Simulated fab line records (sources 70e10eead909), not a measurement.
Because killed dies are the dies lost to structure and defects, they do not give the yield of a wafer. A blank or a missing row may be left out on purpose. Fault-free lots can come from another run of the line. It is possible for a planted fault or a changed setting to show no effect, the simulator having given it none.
A sampling plan put to the test || flow nand_harc || each of the 37 faults these records tell of, on one fab line, judged from the records of the lots it struck
The plan consists of the line's own looks: route steps at which the wafer is read by a gauge or an inspection but not changed. A look is open to judgement when struck wafers have a number at it and the file gives its usual mean and standard deviation on fault-free wafers. Caught: a look later than the fault's first step finds the struck wafers' mean 4 or more of those standard deviations (sigma) from the usual mean. On the tool: the fault's steps, tested the same way using the tool's own readings. Another recipe on the struck wafers, or a record that is blank for them alone, also counts as caught.

== THE FAULTS, as the simulator had put them in ==
1. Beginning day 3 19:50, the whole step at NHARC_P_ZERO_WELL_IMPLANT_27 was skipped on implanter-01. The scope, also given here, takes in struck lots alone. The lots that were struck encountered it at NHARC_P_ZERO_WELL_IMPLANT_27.
2. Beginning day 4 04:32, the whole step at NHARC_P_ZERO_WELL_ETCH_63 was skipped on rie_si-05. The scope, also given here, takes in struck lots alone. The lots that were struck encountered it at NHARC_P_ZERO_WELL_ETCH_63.
3. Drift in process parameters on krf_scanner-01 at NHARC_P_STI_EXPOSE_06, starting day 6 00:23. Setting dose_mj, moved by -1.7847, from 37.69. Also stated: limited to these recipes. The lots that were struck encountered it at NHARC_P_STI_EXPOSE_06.
4. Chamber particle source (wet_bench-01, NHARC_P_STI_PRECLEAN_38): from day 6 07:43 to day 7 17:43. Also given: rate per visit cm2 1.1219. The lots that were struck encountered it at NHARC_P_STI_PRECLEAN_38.
5. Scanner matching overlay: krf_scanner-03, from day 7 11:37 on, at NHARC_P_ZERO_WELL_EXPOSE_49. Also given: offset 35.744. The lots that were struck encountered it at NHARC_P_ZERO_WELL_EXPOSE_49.
6. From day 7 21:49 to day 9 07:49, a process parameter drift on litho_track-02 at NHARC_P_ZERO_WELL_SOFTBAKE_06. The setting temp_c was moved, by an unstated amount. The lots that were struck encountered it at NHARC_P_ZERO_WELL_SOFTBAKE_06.
7. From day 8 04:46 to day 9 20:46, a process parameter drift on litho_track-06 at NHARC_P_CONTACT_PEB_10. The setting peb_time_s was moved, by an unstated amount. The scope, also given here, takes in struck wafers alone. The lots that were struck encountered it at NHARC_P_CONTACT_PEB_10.
8. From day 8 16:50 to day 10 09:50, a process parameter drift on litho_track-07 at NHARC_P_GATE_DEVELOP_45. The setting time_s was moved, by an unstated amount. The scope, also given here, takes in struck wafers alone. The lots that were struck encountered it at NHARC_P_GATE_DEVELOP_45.
9. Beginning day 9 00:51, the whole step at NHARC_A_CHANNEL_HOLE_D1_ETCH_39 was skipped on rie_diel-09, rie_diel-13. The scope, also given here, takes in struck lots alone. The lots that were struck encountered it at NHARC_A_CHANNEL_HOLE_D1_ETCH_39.
10. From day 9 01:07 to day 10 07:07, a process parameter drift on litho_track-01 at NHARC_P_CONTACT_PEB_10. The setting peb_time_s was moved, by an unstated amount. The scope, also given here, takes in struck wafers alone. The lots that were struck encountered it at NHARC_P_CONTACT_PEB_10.
11. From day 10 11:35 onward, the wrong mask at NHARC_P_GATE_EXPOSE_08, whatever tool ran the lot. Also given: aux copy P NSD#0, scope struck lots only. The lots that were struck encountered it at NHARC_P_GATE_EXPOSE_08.
12. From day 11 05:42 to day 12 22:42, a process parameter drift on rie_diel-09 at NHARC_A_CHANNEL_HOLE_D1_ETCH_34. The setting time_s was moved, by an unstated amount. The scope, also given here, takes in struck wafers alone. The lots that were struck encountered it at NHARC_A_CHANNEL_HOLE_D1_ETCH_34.
13. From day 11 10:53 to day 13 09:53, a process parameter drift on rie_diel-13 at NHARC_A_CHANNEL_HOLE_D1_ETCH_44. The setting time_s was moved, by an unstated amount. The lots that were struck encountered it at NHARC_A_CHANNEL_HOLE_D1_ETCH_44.
14. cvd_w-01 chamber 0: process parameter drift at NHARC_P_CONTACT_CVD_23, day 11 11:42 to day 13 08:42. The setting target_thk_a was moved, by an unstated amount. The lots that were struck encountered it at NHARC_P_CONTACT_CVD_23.
15. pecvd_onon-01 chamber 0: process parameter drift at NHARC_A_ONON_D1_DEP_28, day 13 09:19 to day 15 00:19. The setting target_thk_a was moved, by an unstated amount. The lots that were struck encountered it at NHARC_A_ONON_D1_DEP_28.
16. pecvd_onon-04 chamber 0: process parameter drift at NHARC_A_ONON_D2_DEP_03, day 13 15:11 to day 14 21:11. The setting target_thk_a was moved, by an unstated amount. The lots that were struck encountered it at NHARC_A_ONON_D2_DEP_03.
17. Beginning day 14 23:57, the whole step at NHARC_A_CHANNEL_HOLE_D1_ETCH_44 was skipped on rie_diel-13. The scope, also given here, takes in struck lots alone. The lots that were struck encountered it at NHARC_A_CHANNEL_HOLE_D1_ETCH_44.
18. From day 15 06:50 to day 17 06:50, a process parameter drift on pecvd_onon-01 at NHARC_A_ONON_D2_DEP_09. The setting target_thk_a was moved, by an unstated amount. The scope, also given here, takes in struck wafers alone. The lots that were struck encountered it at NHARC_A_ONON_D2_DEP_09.
19. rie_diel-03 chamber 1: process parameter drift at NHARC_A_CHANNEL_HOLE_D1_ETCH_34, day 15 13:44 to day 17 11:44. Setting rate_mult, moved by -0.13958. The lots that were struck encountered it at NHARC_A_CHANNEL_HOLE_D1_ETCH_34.
20. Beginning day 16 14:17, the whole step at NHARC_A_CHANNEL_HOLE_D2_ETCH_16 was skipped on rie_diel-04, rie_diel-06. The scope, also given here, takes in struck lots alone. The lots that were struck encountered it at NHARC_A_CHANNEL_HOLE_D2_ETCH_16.
21. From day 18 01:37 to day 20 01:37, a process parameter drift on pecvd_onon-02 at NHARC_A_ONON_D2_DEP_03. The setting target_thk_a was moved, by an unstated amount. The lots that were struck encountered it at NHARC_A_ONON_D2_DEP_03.
22. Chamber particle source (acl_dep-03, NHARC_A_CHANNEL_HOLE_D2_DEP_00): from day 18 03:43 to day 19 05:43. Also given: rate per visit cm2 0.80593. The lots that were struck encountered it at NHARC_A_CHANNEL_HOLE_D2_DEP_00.
23. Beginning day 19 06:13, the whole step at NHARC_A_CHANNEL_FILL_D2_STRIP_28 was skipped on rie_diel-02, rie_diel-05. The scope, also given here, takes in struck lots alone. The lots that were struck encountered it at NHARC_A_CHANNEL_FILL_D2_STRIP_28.
24. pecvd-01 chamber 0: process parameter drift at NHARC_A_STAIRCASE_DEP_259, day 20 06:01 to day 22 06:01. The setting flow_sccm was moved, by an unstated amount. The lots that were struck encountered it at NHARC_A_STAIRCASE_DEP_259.
25. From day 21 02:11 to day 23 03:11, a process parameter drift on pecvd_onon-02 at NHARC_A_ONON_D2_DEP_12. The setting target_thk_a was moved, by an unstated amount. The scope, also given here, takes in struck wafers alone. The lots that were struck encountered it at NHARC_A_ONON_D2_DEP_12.
26. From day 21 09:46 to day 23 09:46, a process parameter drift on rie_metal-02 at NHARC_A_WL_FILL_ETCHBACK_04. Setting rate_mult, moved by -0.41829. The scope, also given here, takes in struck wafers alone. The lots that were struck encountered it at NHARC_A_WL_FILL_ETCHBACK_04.
27. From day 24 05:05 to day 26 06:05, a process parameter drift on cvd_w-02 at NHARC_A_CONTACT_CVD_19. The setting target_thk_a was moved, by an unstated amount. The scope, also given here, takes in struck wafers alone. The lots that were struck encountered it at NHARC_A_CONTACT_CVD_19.
28. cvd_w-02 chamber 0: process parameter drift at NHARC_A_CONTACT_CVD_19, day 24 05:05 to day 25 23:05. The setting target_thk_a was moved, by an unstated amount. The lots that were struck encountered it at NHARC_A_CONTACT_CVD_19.
29. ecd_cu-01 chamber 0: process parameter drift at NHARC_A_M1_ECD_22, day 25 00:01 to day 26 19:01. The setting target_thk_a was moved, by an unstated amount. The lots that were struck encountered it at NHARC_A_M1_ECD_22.
30. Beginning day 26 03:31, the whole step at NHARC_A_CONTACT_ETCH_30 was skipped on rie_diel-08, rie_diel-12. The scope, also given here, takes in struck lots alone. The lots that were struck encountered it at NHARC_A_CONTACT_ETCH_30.
31. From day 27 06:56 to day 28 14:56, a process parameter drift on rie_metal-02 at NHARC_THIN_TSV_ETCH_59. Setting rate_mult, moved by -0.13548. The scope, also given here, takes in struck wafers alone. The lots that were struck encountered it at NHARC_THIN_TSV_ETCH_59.
32. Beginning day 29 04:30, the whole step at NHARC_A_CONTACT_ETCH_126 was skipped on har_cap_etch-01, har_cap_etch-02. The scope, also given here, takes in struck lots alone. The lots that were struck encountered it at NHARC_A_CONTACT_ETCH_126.
33. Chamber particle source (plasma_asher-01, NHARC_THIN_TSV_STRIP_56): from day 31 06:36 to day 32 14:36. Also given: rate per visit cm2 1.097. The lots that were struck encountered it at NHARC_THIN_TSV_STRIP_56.
34. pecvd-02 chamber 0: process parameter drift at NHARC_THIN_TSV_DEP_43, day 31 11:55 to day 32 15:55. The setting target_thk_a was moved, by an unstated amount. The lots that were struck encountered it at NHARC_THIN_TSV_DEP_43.
35. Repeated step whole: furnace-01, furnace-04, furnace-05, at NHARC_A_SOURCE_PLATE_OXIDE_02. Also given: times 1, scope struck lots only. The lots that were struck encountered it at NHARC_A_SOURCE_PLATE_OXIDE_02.
36. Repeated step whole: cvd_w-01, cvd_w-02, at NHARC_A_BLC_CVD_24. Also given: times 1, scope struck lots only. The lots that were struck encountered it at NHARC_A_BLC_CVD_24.
37. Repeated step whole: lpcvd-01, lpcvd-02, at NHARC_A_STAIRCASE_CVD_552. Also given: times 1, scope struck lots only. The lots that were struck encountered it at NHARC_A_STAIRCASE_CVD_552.

== WHAT THE PLAN SAW ==
{"fault": 1, "on the tool itself": "the tool's record is blank for the struck wafers", "first look that catches it": "NHARC_END_SORT_01", "reading, sigma": "killed_at_periphery +99 or beyond", "median hours from its first step to that look": 527.2, "hours from the fault's start to the first struck lot there": 536, "judged looks passed uncaught": 1}
{"fault": 2, "on the tool itself": "the tool's record is blank for the struck wafers", "first look that catches it": "NHARC_END_SORT_01", "reading, sigma": "killed_at_periphery +99 or beyond", "median hours from its first step to that look": 533.2, "hours from the fault's start to the first struck lot there": 528, "judged looks passed uncaught": 0}
{"fault": 3, "on the tool itself": "exposure_dose_mJ_cm2 -34 sigma", "first look that catches it": "NHARC_P_STI_CD_MEAS_09", "reading, sigma": "cd_nm -4.8", "median hours from its first step to that look": 0.1, "hours from the fault's start to the first struck lot there": 16, "judged looks passed uncaught": 0}
{"fault": 4, "on the tool itself": "no reading that can be judged", "first look that catches it": "NHARC_P_STI_INSPECT_25", "reading, sigma": "raw_defect_count +7.3", "median hours from its first step to that look": 8.9, "hours from the fault's start to the first struck lot there": 14, "judged looks passed uncaught": 0}
{"fault": 5, "on the tool itself": "under 2 sigma", "first look that catches it": "no look after it can be judged", "reading, sigma": "-", "median hours from its first step to that look": "-", "hours from the fault's start to the first struck lot there": "-", "judged looks passed uncaught": 0}
{"fault": 6, "on the tool itself": "plate_temp_C +50 sigma", "first look that catches it": "NHARC_P_ZERO_WELL_CD_MEAS_11", "reading, sigma": "cd_nm +8.8", "median hours from its first step to that look": 1.1, "hours from the fault's start to the first struck lot there": 5, "judged looks passed uncaught": 0}
{"fault": 7, "on the tool itself": "no reading that can be judged", "first look that catches it": "NHARC_P_CONTACT_CD_MEAS_12", "reading, sigma": "cd_nm +7.5", "median hours from its first step to that look": 0.1, "hours from the fault's start to the first struck lot there": 16, "judged looks passed uncaught": 0}
{"fault": 8, "on the tool itself": "no reading that can be judged", "first look that catches it": "NHARC_END_SORT_01", "reading, sigma": "killed_at_periphery +99 or beyond", "median hours from its first step to that look": 448.0, "hours from the fault's start to the first struck lot there": 465, "judged looks passed uncaught": 0}
{"fault": 9, "on the tool itself": "the tool's record is blank for the struck wafers", "first look that catches it": "NHARC_END_SORT_01", "reading, sigma": "killed_at_array +34", "median hours from its first step to that look": 377.4, "hours from the fault's start to the first struck lot there": 385, "judged looks passed uncaught": 0}
{"fault": 10, "on the tool itself": "heater_power_total_W +44 sigma", "first look that catches it": "NHARC_P_CONTACT_CD_MEAS_12", "reading, sigma": "cd_nm -16", "median hours from its first step to that look": 0.1, "hours from the fault's start to the first struck lot there": 17, "judged looks passed uncaught": 0}
{"fault": 11, "on the tool itself": "under 2 sigma", "first look that catches it": "NHARC_END_SORT_01", "reading, sigma": "killed_at_periphery +99 or beyond", "median hours from its first step to that look": 464.7, "hours from the fault's start to the first struck lot there": 466, "judged looks passed uncaught": 0}
{"fault": 12, "on the tool itself": "run_length_s -12 sigma", "first look that catches it": "none of the 2 looks that can be judged after it", "reading, sigma": "strongest: killed_at_array at NHARC_END_SORT_01, +3.2", "median hours from its first step to that look": "-", "hours from the fault's start to the first struck lot there": "-", "judged looks passed uncaught": 2}
{"fault": 13, "on the tool itself": "run_length_s -20 sigma", "first look that catches it": "NHARC_END_SORT_01", "reading, sigma": "killed_at_array +34", "median hours from its first step to that look": 378.4, "hours from the fault's start to the first struck lot there": 382, "judged looks passed uncaught": 1}
{"fault": 14, "on the tool itself": "under 2 sigma", "first look that catches it": "not the one look that can be judged after it", "reading, sigma": "-", "median hours from its first step to that look": "-", "hours from the fault's start to the first struck lot there": "-", "judged looks passed uncaught": 1}
{"fault": 15, "on the tool itself": "under 2 sigma", "first look that catches it": "NHARC_A_ONON_D1_THK_MEAS_30", "reading, sigma": "thk_nm +57", "median hours from its first step to that look": 0.5, "hours from the fault's start to the first struck lot there": 9, "judged looks passed uncaught": 0}
{"fault": 16, "on the tool itself": "under 2 sigma", "first look that catches it": "NHARC_A_ONON_D2_THK_MEAS_05", "reading, sigma": "thk_nm +47", "median hours from its first step to that look": 0.5, "hours from the fault's start to the first struck lot there": 7, "judged looks passed uncaught": 0}
{"fault": 17, "on the tool itself": "the tool's record is blank for the struck wafers", "first look that catches it": "NHARC_END_SORT_01", "reading, sigma": "killed_at_array +34", "median hours from its first step to that look": 369.6, "hours from the fault's start to the first struck lot there": 357, "judged looks passed uncaught": 0}
{"fault": 18, "on the tool itself": "under 2 sigma", "first look that catches it": "NHARC_A_ONON_D2_THK_MEAS_11", "reading, sigma": "thk_nm -45", "median hours from its first step to that look": 0.4, "hours from the fault's start to the first struck lot there": 16, "judged looks passed uncaught": 0}
{"fault": 19, "on the tool itself": "oes_product_au -4.3 sigma", "first look that catches it": "NHARC_END_SORT_01", "reading, sigma": "killed_at_array +32", "median hours from its first step to that look": 387.7, "hours from the fault's start to the first struck lot there": 405, "judged looks passed uncaught": 0}
{"fault": 20, "on the tool itself": "the tool's record is blank for the struck wafers", "first look that catches it": "NHARC_END_SORT_01", "reading, sigma": "killed_at_array +34", "median hours from its first step to that look": 268.9, "hours from the fault's start to the first struck lot there": 272, "judged looks passed uncaught": 1}
{"fault": 21, "on the tool itself": "under 2 sigma", "first look that catches it": "NHARC_A_ONON_D2_THK_MEAS_05", "reading, sigma": "thk_nm +66", "median hours from its first step to that look": 0.5, "hours from the fault's start to the first struck lot there": 12, "judged looks passed uncaught": 0}
{"fault": 22, "on the tool itself": "under 2 sigma", "first look that catches it": "NHARC_A_CHANNEL_HOLE_D2_INSPECT_12", "reading, sigma": "raw_defect_count +24", "median hours from its first step to that look": 2.6, "hours from the fault's start to the first struck lot there": 7, "judged looks passed uncaught": 0}
{"fault": 23, "on the tool itself": "the tool's record is blank for the struck wafers", "first look that catches it": "NHARC_END_SORT_01", "reading, sigma": "killed_at_array +34", "median hours from its first step to that look": 229.7, "hours from the fault's start to the first struck lot there": 241, "judged looks passed uncaught": 0}
{"fault": 24, "on the tool itself": "under 2 sigma", "first look that catches it": "NHARC_END_SORT_01", "reading, sigma": "killed_at_array +34", "median hours from its first step to that look": 200.9, "hours from the fault's start to the first struck lot there": 201, "judged looks passed uncaught": 0}
{"fault": 25, "on the tool itself": "under 2 sigma", "first look that catches it": "NHARC_A_ONON_D2_THK_MEAS_14", "reading, sigma": "thk_nm +60", "median hours from its first step to that look": 0.4, "hours from the fault's start to the first struck lot there": 20, "judged looks passed uncaught": 0}
{"fault": 26, "on the tool itself": "oes_product_au -23 sigma", "first look that catches it": "NHARC_END_SORT_01", "reading, sigma": "killed_at_array +34", "median hours from its first step to that look": 97.7, "hours from the fault's start to the first struck lot there": 104, "judged looks passed uncaught": 0}
{"fault": 27, "on the tool itself": "under 2 sigma", "first look that catches it": "no look after it can be judged", "reading, sigma": "-", "median hours from its first step to that look": "-", "hours from the fault's start to the first struck lot there": "-", "judged looks passed uncaught": 0}
{"fault": 28, "on the tool itself": "under 2 sigma", "first look that catches it": "no look after it can be judged", "reading, sigma": "-", "median hours from its first step to that look": "-", "hours from the fault's start to the first struck lot there": "-", "judged looks passed uncaught": 0}
{"fault": 29, "on the tool itself": "under 2 sigma", "first look that catches it": "not the one look that can be judged after it", "reading, sigma": "strongest: sort_bin_3_pct at NHARC_END_SORT_01, +2.1", "median hours from its first step to that look": "-", "hours from the fault's start to the first struck lot there": "-", "judged looks passed uncaught": 1}
{"fault": 30, "on the tool itself": "the tool's record is blank for the struck wafers", "first look that catches it": "NHARC_END_SORT_01", "reading, sigma": "killed_at_array +34", "median hours from its first step to that look": 51.1, "hours from the fault's start to the first struck lot there": 55, "judged looks passed uncaught": 0}
{"fault": 31, "on the tool itself": "oes_product_au -7.9 sigma", "first look that catches it": "NHARC_END_SORT_01", "reading, sigma": "killed_at_other +99 or beyond", "median hours from its first step to that look": 10.6, "hours from the fault's start to the first struck lot there": 21, "judged looks passed uncaught": 0}
{"fault": 32, "on the tool itself": "the tool's record is blank for the struck wafers", "first look that catches it": "NHARC_END_SORT_01", "reading, sigma": "killed_at_array +34", "median hours from its first step to that look": 57.1, "hours from the fault's start to the first struck lot there": 59, "judged looks passed uncaught": 0}
{"fault": 33, "on the tool itself": "under 2 sigma", "first look that catches it": "NHARC_THIN_TSV_INSPECT_40", "reading, sigma": "raw_defect_count +9.7", "median hours from its first step to that look": 4.1, "hours from the fault's start to the first struck lot there": 5, "judged looks passed uncaught": 1}
{"fault": 34, "on the tool itself": "only faintly: throttle_valve_pct +2.0 sigma", "first look that catches it": "NHARC_END_SORT_01", "reading, sigma": "killed_at_other +99 or beyond", "median hours from its first step to that look": 19.0, "hours from the fault's start to the first struck lot there": 23, "judged looks passed uncaught": 1}
{"fault": 35, "on the tool itself": "no reading that can be judged", "first look that catches it": "NHARC_A_SOURCE_PLATE_THK_MEAS_09", "reading, sigma": "thk_nm +6.0", "median hours from its first step to that look": 9.2, "hours from the fault's start to the first struck lot there": "-", "judged looks passed uncaught": 0}
{"fault": 36, "on the tool itself": "under 2 sigma", "first look that catches it": "not the one look that can be judged after it", "reading, sigma": "-", "median hours from its first step to that look": "-", "hours from the fault's start to the first struck lot there": "-", "judged looks passed uncaught": 1}
{"fault": 37, "on the tool itself": "under 2 sigma", "first look that catches it": "NHARC_END_SORT_01", "reading, sigma": "killed_at_array +34", "median hours from its first step to that look": 168.1, "hours from the fault's start to the first struck lot there": "-", "judged looks passed uncaught": 0}
A dash: this means the fault isn't caught or the number doesn't appear in these records.

Caught at a look: 30 of 37. Caught on the tool: 16 of 37. By one or the other: 31 of 37.
Caught on the tool alone: fault 12.
Caught at a look alone: faults 4, 7, 8, 11, 15, 16, 18, 21, 22, 24, 25, 33, 34, 35, 37.
Caught by neither: faults 5, 14, 27, 28, 29, 36.

== THINNER SAMPLING ==
Were the look that catches a fault to measure just every second or every third lot (counted by lot number), the first struck lot would, at worst, be measured this late:
{"fault": 1, "struck lots at that look, in order of time": "L523, L524", "every lot": "536 h", "every second lot": "536 h", "every third lot": "may miss all 2"}
{"fault": 2, "struck lots at that look, in order of time": "L694, L695", "every lot": "528 h", "every second lot": "557 h", "every third lot": "may miss all 2"}
{"fault": 3, "struck lots at that look, in order of time": "L443, L447", "every lot": "16 h", "every second lot": "may miss all 2", "every third lot": "may miss all 2"}
{"fault": 4, "struck lots at that look, in order of time": "L273, L275", "every lot": "14 h", "every second lot": "may miss all 2", "every third lot": "may miss all 2"}
{"fault": 6, "struck lots at that look, in order of time": "L764, L766", "every lot": "5 h", "every second lot": "may miss all 2", "every third lot": "may miss all 2"}
{"fault": 7, "struck lots at that look, in order of time": "L815, L816", "every lot": "16 h", "every second lot": "32 h", "every third lot": "may miss all 2"}
{"fault": 8, "struck lots at that look, in order of time": "L291, L293", "every lot": "465 h", "every second lot": "may miss all 2", "every third lot": "may miss all 2"}
{"fault": 9, "struck lots at that look, in order of time": "L533, L534", "every lot": "385 h", "every second lot": "397 h", "every third lot": "may miss all 2"}
{"fault": 10, "struck lots at that look, in order of time": "L558, L559", "every lot": "17 h", "every second lot": "30 h", "every third lot": "may miss all 2"}
{"fault": 11, "struck lots at that look, in order of time": "L609", "every lot": "466 h", "every second lot": "may miss it", "every third lot": "may miss it"}
{"fault": 13, "struck lots at that look, in order of time": "L156, L157", "every lot": "382 h", "every second lot": "400 h", "every third lot": "may miss all 2"}
{"fault": 15, "struck lots at that look, in order of time": "L831, L832", "every lot": "9 h", "every second lot": "28 h", "every third lot": "may miss all 2"}
{"fault": 16, "struck lots at that look, in order of time": "L379, L380", "every lot": "7 h", "every second lot": "24 h", "every third lot": "may miss all 2"}
{"fault": 17, "struck lots at that look, in order of time": "L565, L568", "every lot": "357 h", "every second lot": "400 h", "every third lot": "may miss all 2"}
{"fault": 18, "struck lots at that look, in order of time": "L986, L989", "every lot": "16 h", "every second lot": "38 h", "every third lot": "may miss all 2"}
{"fault": 19, "struck lots at that look, in order of time": "L313", "every lot": "405 h", "every second lot": "may miss it", "every third lot": "may miss it"}
{"fault": 20, "struck lots at that look, in order of time": "L901, L902", "every lot": "272 h", "every second lot": "284 h", "every third lot": "may miss all 2"}
{"fault": 21, "struck lots at that look, in order of time": "L156, L157", "every lot": "12 h", "every second lot": "33 h", "every third lot": "may miss all 2"}
{"fault": 22, "struck lots at that look, in order of time": "L921, L922", "every lot": "7 h", "every second lot": "26 h", "every third lot": "may miss all 2"}
{"fault": 23, "struck lots at that look, in order of time": "L482, L483, L484", "every lot": "241 h", "every second lot": "242 h", "every third lot": "255 h"}
{"fault": 24, "struck lots at that look, in order of time": "L289, L288", "every lot": "201 h", "every second lot": "224 h", "every third lot": "may miss all 2"}
{"fault": 25, "struck lots at that look, in order of time": "L584, L585", "every lot": "20 h", "every second lot": "23 h", "every third lot": "may miss all 2"}
{"fault": 26, "struck lots at that look, in order of time": "L139, L142, L143", "every lot": "104 h", "every second lot": "116 h", "every third lot": "may miss all 3"}
{"fault": 30, "struck lots at that look, in order of time": "L618, L619", "every lot": "55 h", "every second lot": "57 h", "every third lot": "may miss all 2"}
{"fault": 31, "struck lots at that look, in order of time": "L852, L854", "every lot": "21 h", "every second lot": "may miss all 2", "every third lot": "may miss all 2"}
{"fault": 32, "struck lots at that look, in order of time": "L141, L143, L142", "every lot": "59 h", "every second lot": "76 h", "every third lot": "76 h"}
{"fault": 33, "struck lots at that look, in order of time": "L602, L603", "every lot": "5 h", "every second lot": "22 h", "every third lot": "may miss all 2"}
{"fault": 34, "struck lots at that look, in order of time": "L757", "every lot": "23 h", "every second lot": "may miss it", "every third lot": "may miss it"}
The hour figures run from when the fault began to the first measured lot among those it struck. The limit of 4 sigma was tested on all struck wafers together, so one lot alone may lie under it. Other struck lots may not be in these records.

== THE LONGEST TIMED WAY FROM STEP TO LOOK ==
Fault 2: median gap of 533.2 hours between NHARC_P_ZERO_WELL_ETCH_63 and NHARC_END_SORT_01. No look between them can be judged.
